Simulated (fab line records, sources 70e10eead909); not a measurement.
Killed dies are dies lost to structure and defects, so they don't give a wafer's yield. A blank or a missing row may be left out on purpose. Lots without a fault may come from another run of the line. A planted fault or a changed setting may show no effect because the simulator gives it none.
Chamber matching | flow nand_harc | NHARC_P_M0_CMP_23 on cmp-01: 4 sister chambers
The step polishes, t overpolish 20 s, target thk 117.54 nm. 4 wafers are shown with their chamber, then 12 later ones without.

WAFERS WITH THEIR CHAMBER
wafer  | chamber | motor_current_A (A)
L087.3 | 1       | 14.9
L087.4 | 0       | 11.5
L087.5 | 3       | 11.8
L087.6 | 2       | 12.0

WAFERS WITHOUT THEIR CHAMBER
wafer  | motor_current_A (A)
L090.1 | 12.7
L090.4 | 14.7
L090.5 | 15.2
L092.3 | 11.0
L092.5 | 10.8
L092.6 | 14.8
L096.2 | 11.1
L096.4 | 11.4
L096.5 | 11.1
L097.1 | 15.5
L097.5 | 11.2
L097.6 | 15.3

WHICH CHAMBER EACH WENT THROUGH
wafer  | from the rows above          | in truth
L090.1 | can't be placed: 2 or 3 or 0 | 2
L090.4 | 1                            | 1
L090.5 | 1                            | 1
L092.3 | can't be placed: 0 or 3 or 2 | 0
L092.5 | can't be placed: 0 or 3 or 2 | 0
L092.6 | 1                            | 1
L096.2 | can't be placed: 0 or 3 or 2 | 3
L096.4 | can't be placed: 0 or 3 or 2 | 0
L096.5 | can't be placed: 0 or 3 or 2 | 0
L097.1 | 1                            | 1
L097.5 | can't be placed: 0 or 3 or 2 | 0
L097.6 | 1                            | 1
Placed correctly: 5 of 12. Can't be placed from these rows: 7 (the true chamber is among the candidates in 7). Placed wrongly: 0.
How it was worked out, from the rows above alone: a wafer's distance from a chamber is the root of the sum, over the readings, of the square of ((its reading less the chamber's mean) divided by the reading's scatter). The wafer belongs to the nearest chamber; if the next one is less than 2 further off, it can't be placed. A chamber's mean is the mean of its shown wafers. The scatter: with one shown wafer a chamber, the root of the mean of the squares of how far each hidden wafer lies from its nearest shown one.
